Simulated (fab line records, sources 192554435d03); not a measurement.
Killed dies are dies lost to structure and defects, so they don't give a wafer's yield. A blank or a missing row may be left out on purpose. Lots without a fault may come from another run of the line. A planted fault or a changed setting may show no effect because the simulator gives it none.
Split-lot experiment | flow n5_finfet | 7 lots, 21 wafers read, on a route of 1938 steps

THE SPLIT
At N5_BEOL_M13_SPUTTER_44 (material Ta, target thk 10 nm, time 16.13 s), the setting time_s was moved away from the recipe's 16.13 s on 4 of the 21 wafers read, by -12.0% to +5.0%. The other wafers ran this setting at the recipe's value.

The reading is taken at the split's own step.

THE READING
Ta_of_BEOL_M13_SPUTTER_44.thk_nm (the simulator's own value, which no gauge read), in nm, at N5_BEOL_M13_SPUTTER_44 (material Ta, target thk 10 nm, time 16.13 s). The file gives no usual value for it. The 17 wafers here that ran the recipe average 10.0 nm, standard deviation 0.15 nm.

wafer  | tool, chamber at the split | time_s as run, s | against the recipe | Ta_of_BEOL_M13_SPUTTER_44.thk_nm, nm | against lot-mates on the recipe
L079.1 | pvd_sputter-01, -          | 16.13            | recipe             | 10                                   | -
L079.4 | pvd_sputter-01, -          | 16.13            | recipe             | 10                                   | -
L079.6 | pvd_sputter-01, -          | 14.19            | -12.0%             | 8.8                                  | -1.2
L080.1 | pvd_sputter-01, -          | 16.13            | recipe             | 9.8                                  | -
L080.5 | pvd_sputter-01, -          | 16.13            | recipe             | 9.8                                  | -
L080.6 | pvd_sputter-01, -          | 16.13            | recipe             | 9.8                                  | -
L082.1 | pvd_sputter-02, -          | 16.13            | recipe             | 10                                   | -
L082.6 | pvd_sputter-02, -          | 16.13            | recipe             | 10                                   | -
L082.2 | pvd_sputter-02, -          | 16.13            | recipe             | 9.8                                  | -
L084.2 | pvd_sputter-01, -          | 16.13            | recipe             | 10                                   | -
L084.4 | pvd_sputter-01, -          | 16.13            | recipe             | 10                                   | -
L084.3 | pvd_sputter-01, -          | 16.13            | recipe             | 10.2                                 | -
L089.3 | pvd_sputter-02, -          | 16.13            | recipe             | 10.2                                 | -
L089.4 | pvd_sputter-02, -          | 16.13            | recipe             | 10.2                                 | -
L089.5 | pvd_sputter-02, -          | 16.13            | recipe             | 10                                   | -
L087.1 | pvd_sputter-02, -          | 15               | -7.0%              | 9.2                                  | -1.0
L087.4 | pvd_sputter-02, -          | 16.13            | recipe             | 10.2                                 | -
L087.6 | pvd_sputter-02, -          | 15               | -7.0%              | 9.4                                  | -0.8
L095.1 | pvd_sputter-01, -          | 16.13            | recipe             | 10.2                                 | -
L095.3 | pvd_sputter-01, -          | 16.13            | recipe             | 10.2                                 | -
L095.6 | pvd_sputter-01, -          | 16.93            | +5.0%              | 10.6                                 | +0.4

THE FIT
A straight line over all 21 wafers: Ta_of_BEOL_M13_SPUTTER_44.thk_nm changes by +0.104 nm for each +1% of time_s; r = +0.93; the points scatter about the line by 0.15 nm.
The same after taking each lot's own level away (the mean of its wafers on the recipe; 21 wafers): +0.107 nm for each +1%; r = +0.97; scatter 0.093 nm.
On that fit, the largest move of time_s shifts the reading by 1.3 nm.
The lots' own levels span 9.80 to 10.20 nm, that is 2.6 times the standard deviation above.
So the lot-to-lot level changes the slope little: the two slopes agree.
Check: with one of the wafers moved furthest among these (-12.0%) left out of the fit, the line predicts -1.43 nm for it against its lot-mates. It came out at -1.2 nm against them.

OTHER SPLITS ON THESE WAFERS
These wafers also went through other splits before the reading. Each is held against what the fit with the lots' levels taken away leaves over:
other split on the same wafers    | wafers away from the commonest value | r with Ta_of_BEOL_M13_SPUTTER_44.thk_nm (lot level and that fit taken away)
N5_BEOL_M10_COAT_64 spin_rpm      | 10                                   | -0.15
N5_BEOL_M11_ETCH_41 time_s        | 5                                    | -0.26
N5_BEOL_M13_TRENCH_ETCH_34 time_s | 9                                    | -0.45

THE FILE'S OWN FIT
Ta_of_BEOL_M13_SPUTTER_44.thk_nm changes by +0.104 nm for each +1% of time_s, r = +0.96.
